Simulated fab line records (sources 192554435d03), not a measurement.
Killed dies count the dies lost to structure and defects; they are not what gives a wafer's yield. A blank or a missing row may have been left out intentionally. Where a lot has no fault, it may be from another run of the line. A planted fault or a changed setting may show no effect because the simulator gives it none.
Which tool is to blame? ; flow n5Finfet ; 12 lots, 36 wafers sampled, at 3 steps of a route of 1938

== WHAT THE GAUGES SHOWED, per wafer ==
N5_BEOL_M5_INSPECT_13: inspects for defects (brightfield).
lot;measured;on;rawDefectCount
L074;day 8 21:02;defectInspect-02;482 482 461
L077;day 9 08:04;defectInspect-02;531 345 292
L079;day 9 22:16;defectInspect-02;518 403 293
L081;day 10 23:05;defectInspect-01;330 241 458
L084;day 11 08:43;defectInspect-02;364 448 254
L085;day 11 12:13;defectInspect-01;390 535 472
L088;day 12 21:25;defectInspect-02;315 256 389
L091;day 13 01:22;defectInspect-02;306 358 331
L092;day 14 02:13;defectInspect-02;403 244 480
L093;day 14 08:47;defectInspect-02;317 426 292
L095;day 14 21:52;defectInspect-01;415 374 515
L097;day 15 07:17;defectInspect-02;402 440 678

== WHAT TOOL EACH LOT RAN ON (gives the tool, then ch and the chambers of the sampled wafers, and finally the start) ==
lot;N5_BEOL_M4_SPUTTER_94;N5_BEOL_M4_ANNEAL_51
L074;pvdSputter-01, day 8 12:44;rtpAnneal-02 ch 0, day 8 18:02
L077;pvdSputter-01, day 9 01:46;rtpAnneal-02 ch 0, day 9 03:20
L079;pvdSputter-03, day 9 17:47;rtpAnneal-02 ch 0, day 9 18:19
L081;pvdSputter-01, day 10 17:13;rtpAnneal-02 ch 0, day 10 20:07
L084;pvdSputter-02, day 11 00:26;rtpAnneal-02 ch 0, day 11 05:23
L085;pvdSputter-02, day 11 07:12;rtpAnneal-02 ch 0, day 11 09:07
L088;pvdSputter-01, day 12 15:17;rtpAnneal-01 ch 0, day 12 15:45
L091;pvdSputter-02, day 12 21:01;rtpAnneal-02 ch 0, day 12 21:31
L092;pvdSputter-03, day 13 21:17;rtpAnneal-01 ch 0, day 13 21:50
L093;pvdSputter-02, day 14 04:16;rtpAnneal-01 ch 0, day 14 04:49
L095;pvdSputter-02, day 14 17:42;rtpAnneal-01 ch 0, day 14 18:07
L097;pvdSputter-02, day 15 03:29;rtpAnneal-01 ch 0, day 15 03:55
- N5_BEOL_M4_SPUTTER_94: material Cu, target thk 4.5 nm, time 8.29 s.
- N5_BEOL_M4_ANNEAL_51: time 90 s.

== THE ANSWER, worked out from the rows above alone ==
Rule: the usual values come from the lots themselves. Put in order of their means at a reading, lots are off if they are a third of the lots or fewer, leave a main group of 4 or more, and stand apart from it by a gap of 3 or more times the standard deviation of the main group's means; of several such gaps the widest counts. A main group is skipped when, at the precision printed for the reading in the tables above, its means are all equal. A lot without any number at a reading at which 4 lots or more have one is off too. The other lots that the step has rows for count as sound.
No lot is off at any reading shown: from this, nothing can be told.

== WHAT THE SIMULATOR HAD PUT IN ==
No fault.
